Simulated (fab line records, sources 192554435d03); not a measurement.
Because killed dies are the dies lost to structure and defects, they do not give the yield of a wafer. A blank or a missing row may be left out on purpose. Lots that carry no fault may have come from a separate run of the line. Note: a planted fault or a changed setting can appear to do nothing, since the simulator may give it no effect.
Check for tools in common    flow n5-finfet    Sampled: 13 lots, 36 wafers

== THE REASON FOR OPENING IT ==
Flagged at N5_STI_FIN_REVEAL_FIN_H_MEAS_10: reading trench-depth-nm, on 2 of 13 lots. Wafers without a fault read 52.3 nm, standard deviation 0.62.
Rule: flag the lot when none of its wafers has a number, or when each of its wafers that has one lies beyond 4 standard deviations from that mean. The other lots count as sound.

lot   measured     on      trench-depth-nm (nm), wafer by wafer  flag
L475  day 2 14:44  ocd-01  51.5 51.3 51.6                        
L476  day 2 19:27  ocd-02  52.5 52.5 52.7                        
L477  day 3 01:31  ocd-02  49.3 47.7 48.5                        FLAGGED
L478  day 3 07:44  ocd-02  49.4 49.5 48.8                        FLAGGED
L479  day 3 13:05  ocd-02  52.3 51.7 52.7                        
L484  day 4 18:53  ocd-02  50.1 50.6 51.2                        
L485  day 5 01:46  ocd-01  52.2 52.6 52.2                        
L486  day 5 08:34  ocd-01  53.0 52.7                             
L489  day 6 00:20  ocd-02  52.2 51.4 51.8                        
L491  day 6 13:04  ocd-01  52.7 52.2                             
L494  day 7 10:46  ocd-01  52.2 52.4                             
L495  day 7 15:35  ocd-02  51.8 51.0 52.0                        
L498  day 8 07:35  ocd-01  53.4 51.7 52.6                        
The numbers of the flagged lots are 48.9 nm on average: -3.4 nm against the usual, or -6 standard deviations.

== LOT BY LOT: THE TOOL USED ==
The record holds 4 process steps before the reading, out of a route of 1938 steps. Read each cell as the tool, then ch plus the chambers that the sampled wafers visited, then the start.
lot   flag     N5_FIN_CUT_PRECLEAN_35             N5_STI_FIN_REVEAL_ALD_14          N5_STI_FIN_REVEAL_DENSIFY_30     N5_STI_FIN_REVEAL_STRIP_35
L475           vapor-etch-02 ch 0,1, day 2 05:16  ald-sin-01 ch 0,1,2, day 2 05:41  rtp-anneal-02 ch 0, day 2 11:10  wet-bench-01 ch 2,5,6, day 2 14:22
L476           vapor-etch-01 ch 0,1, day 2 10:16  ald-sin-02 ch 0,2,3, day 2 10:49  rtp-anneal-01 ch 0, day 2 16:13  wet-bench-05 ch 0,4,6, day 2 19:08
L477  FLAGGED  vapor-etch-01 ch 0,1, day 2 15:46  ald-sin-01 ch 0,1,2, day 2 16:34  rtp-anneal-01 ch 0, day 2 21:57  wet-bench-01 ch 1,4,7, day 3 01:16
L478  FLAGGED  vapor-etch-01 ch 0,1, day 2 21:57  ald-sin-02 ch 0,1, day 2 22:28    rtp-anneal-01 ch 0, day 3 04:31  wet-bench-06 ch 0,1,6, day 3 07:22
L479           vapor-etch-02 ch 0,1, day 3 03:59  ald-sin-01 ch 1,3, day 3 04:30    rtp-anneal-01 ch 0, day 3 09:55  wet-bench-06 ch 1,4,5, day 3 12:50
L484           vapor-etch-02 ch 0,1, day 4 09:53  ald-sin-03 ch 1,2,3, day 4 10:21  rtp-anneal-02 ch 0, day 4 15:48  wet-bench-06 ch 0,1,5, day 4 18:37
L485           vapor-etch-02 ch 0,1, day 4 16:26  ald-sin-03 ch 1,2, day 4 17:02    rtp-anneal-02 ch 0, day 4 22:37  wet-bench-06 ch 1,2,4, day 5 01:30
L486           vapor-etch-01 ch 0,1, day 4 23:13  ald-sin-03 ch 2, day 4 23:46      rtp-anneal-01 ch 0, day 5 05:07  wet-bench-05 ch 5,7, day 5 08:19
L489           vapor-etch-02 ch 0,1, day 5 15:21  ald-sin-01 ch 1,2,3, day 5 15:48  rtp-anneal-01 ch 0, day 5 21:10  wet-bench-06 ch 3,6,7, day 6 00:04
L491           vapor-etch-02 ch 0,1, day 6 04:02  ald-sin-03 ch 2,3, day 6 04:29    rtp-anneal-01 ch 0, day 6 09:52  wet-bench-01 ch 0,3, day 6 12:49
L494           vapor-etch-01 ch 0,1, day 7 01:33  ald-sin-03 ch 2,3, day 7 01:59    rtp-anneal-02 ch 0, day 7 07:32  wet-bench-01 ch 0,2, day 7 10:31
L495           vapor-etch-01 ch 0,1, day 7 06:30  ald-sin-02 ch 1,2, day 7 07:02    rtp-anneal-01 ch 0, day 7 12:26  wet-bench-01 ch 0,3,7, day 7 15:20
L498           vapor-etch-01 ch 0,1, day 7 22:07  ald-sin-01 ch 0,2,3, day 7 22:34  rtp-anneal-01 ch 0, day 8 03:58  wet-bench-06 ch 0,5,7, day 8 07:19
What these steps do:
- N5_FIN_CUT_PRECLEAN_35: cleans in vHF, time 13.3 s.
- N5_STI_FIN_REVEAL_ALD_14: deposits Si3N4, target thk 3 nm.
- N5_STI_FIN_REVEAL_DENSIFY_30
- N5_STI_FIN_REVEAL_STRIP_35: strips Si3N4 in H3PO4, target depth 4 nm, time 39 s.
- N5_STI_FIN_REVEAL_FIN_H_MEAS_10

== FLAGGED OVER TOTAL, TOOL BY TOOL (the gauges that took the reading come last) ==
step                             tool           lots run  flagged  share of the flagged lots  sound lots run after its first flagged lot
N5_FIN_CUT_PRECLEAN_35           vapor-etch-01  7         2        all                        4 (L486,L494,L495,L498)
N5_FIN_CUT_PRECLEAN_35           vapor-etch-02  6         0        none                       -
N5_STI_FIN_REVEAL_ALD_14         ald-sin-01     5         1        some                       3 (L479,L489,L498)
N5_STI_FIN_REVEAL_ALD_14         ald-sin-02     3         1        some                       1 (L495)
N5_STI_FIN_REVEAL_ALD_14         ald-sin-03     5         0        none                       -
N5_STI_FIN_REVEAL_DENSIFY_30     rtp-anneal-01  9         2        all                        6 (L479,L486,L489,L491,L495,L498)
N5_STI_FIN_REVEAL_DENSIFY_30     rtp-anneal-02  4         0        none                       -
N5_STI_FIN_REVEAL_STRIP_35       wet-bench-01   5         1        some                       3 (L491,L494,L495)
N5_STI_FIN_REVEAL_STRIP_35       wet-bench-05   2         0        none                       -
N5_STI_FIN_REVEAL_STRIP_35       wet-bench-06   6         1        some                       5 (L479,L484,L485,L489,L498)
N5_STI_FIN_REVEAL_FIN_H_MEAS_10  ocd-01         6         0        none                       -
N5_STI_FIN_REVEAL_FIN_H_MEAS_10  ocd-02         7         2        all                        4 (L479,L484,L489,L495)

== WHAT THE TABLE ALLOWS ==
In the table, 3 rows ran each flagged lot (vapor-etch-01 at N5_FIN_CUT_PRECLEAN_35; rtp-anneal-01 at N5_STI_FIN_REVEAL_DENSIFY_30; ocd-02 at N5_STI_FIN_REVEAL_FIN_H_MEAS_10).
- vapor-etch-01 at N5_FIN_CUT_PRECLEAN_35 ran 7 lots, 2 of them flagged. Sound lots followed the first flagged one (L486, L494, L495, L498) on it, something a lasting fault affecting the whole tool could not allow.
- rtp-anneal-01 at N5_STI_FIN_REVEAL_DENSIFY_30 ran 9 lots, 2 of them flagged. Sound lots followed the first flagged one (L479, L486, L489, L491, L495, L498) on it, something a lasting fault affecting the whole tool could not allow.
- ocd-02 at N5_STI_FIN_REVEAL_FIN_H_MEAS_10 ran 7 lots, 2 of them flagged. Sound lots followed the first flagged one (L479, L484, L489, L495) on it, something a lasting fault affecting the whole tool could not allow.
No row of the table ran every flagged lot and no sound lot after the first.

== WHAT WAS PUT IN BY THE SIMULATOR ==
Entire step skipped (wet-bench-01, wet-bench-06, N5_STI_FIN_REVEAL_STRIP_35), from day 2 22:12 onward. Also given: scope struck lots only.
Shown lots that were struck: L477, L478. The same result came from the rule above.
